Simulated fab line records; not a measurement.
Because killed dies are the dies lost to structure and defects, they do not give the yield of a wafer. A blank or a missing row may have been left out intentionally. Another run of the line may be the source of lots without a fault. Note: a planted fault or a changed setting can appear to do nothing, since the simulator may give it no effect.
3 desks looking at one fault -- flow nand-harc -- what lay behind the numbers comes last; until then each desk has only its own

## TOOL OWNER'S DESK, litho-track-07
The tool's own readings at NHARC_P_ZERO_WELL_PEB_09 (peb time 80 s): means of the sampled wafers that have a number, for each lot that ran on this tool. If a lot's mean is further than 4 standard deviations from the usual mean, the lot is out of limits and carries the mark OUT (the distance appears in the brackets).
Columns: A = heater-power-total-W at NHARC_P_ZERO_WELL_PEB_09, usual 189.7 W; B = plate-temp-C at NHARC_P_ZERO_WELL_PEB_09, usual 127.98 C
lot,first seen here,A,B
L952,day 1 13:09,189.9,127.76
L957,day 2 19:10,173.5 (-21) OUT,119.43 (-61) OUT
L960,day 3 13:09,173.0 (-22) OUT,119.46 (-61) OUT
L972,day 6 13:09,189.5,128.11
L975,day 7 07:13,190.1,127.89
Finding of this desk: L957, L960 out of limits; the first was L957 at day 2 19:10, on heater-power-total-W at NHARC_P_ZERO_WELL_PEB_09. Within limits: L952, L972, L975.

## THE METROLOGY DESK
What the gauges read, lot by lot, whatever tool the lot ran on: means of the sampled wafers that have a number. If a lot's mean is further than 4 standard deviations from the usual mean, the lot is out of limits and carries the mark OUT (the distance appears in the brackets).
Columns: A = cd-nm at NHARC_P_ZERO_WELL_CD_MEAS_11, usual 500.0 nm
lot,first seen here,A
L952,day 1 13:14,500.6
L953,day 1 19:16,500.0
L955,day 2 07:14,500.7
L957,day 2 19:14,418.0 (-63) OUT
L960,day 3 13:14,418.2 (-63) OUT
L964,day 4 13:09,501.0
L968,day 5 13:14,499.3
L969,day 5 19:15,497.8
L972,day 6 13:14,500.7
L973,day 6 19:07,501.1
L974,day 7 01:08,500.2
L975,day 7 07:19,499.1
Finding of this desk: L957, L960 out of limits; the first was L957 at day 2 19:14, on cd-nm at NHARC_P_ZERO_WELL_CD_MEAS_11. Within limits: L952, L953, L955, L964, L968, L969, L972, L973, L974, L975.

## THE DEFECT DESK
What the inspections along the route counted, lot by lot: means of the sampled wafers that have a number. If a lot's mean is further than 4 standard deviations from the usual mean, the lot is out of limits and carries the mark OUT (the distance appears in the brackets).
Columns: A = raw-defect-count at NHARC_P_GATE_INSPECT_28, usual 6
lot,first seen here,A
L952,day 4 16:43,6
L953,day 4 16:52,4
L955,day 5 06:40,4
L957,day 5 18:04,12
L960,day 6 18:58,6
L964,day 7 21:44,7
L968,day 8 11:56,5
L969,day 9 01:21,5
L972,day 9 14:32,4
L973,day 9 21:34,8
L975,day 10 05:55,5
L974,day 10 06:04,6
Finding of this desk: none of the 12 lots has anything out of limits.

## BROUGHT TOGETHER
The tool owner's desk had the chance to raise an alarm at day 2 19:10 on L957, L960.
Metrology desk: alarm possible at day 2 19:14 on L957, L960.
Nothing the defect desk looked at was out of limits.
The defect desk has L957, L960 on record, within its limits.
On litho-track-07, each named lot ran NHARC_P_ZERO_WELL_PEB_09.

## WHAT THE SIMULATOR PUT IN
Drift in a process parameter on litho-track-07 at NHARC_P_ZERO_WELL_PEB_09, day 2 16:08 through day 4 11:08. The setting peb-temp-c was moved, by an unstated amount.
Struck lots among those shown: L957, L960.
Counting hours from when the fault started, the first reading out of limits came at 3 for the tool owner's desk and at 3 for the metrology desk.
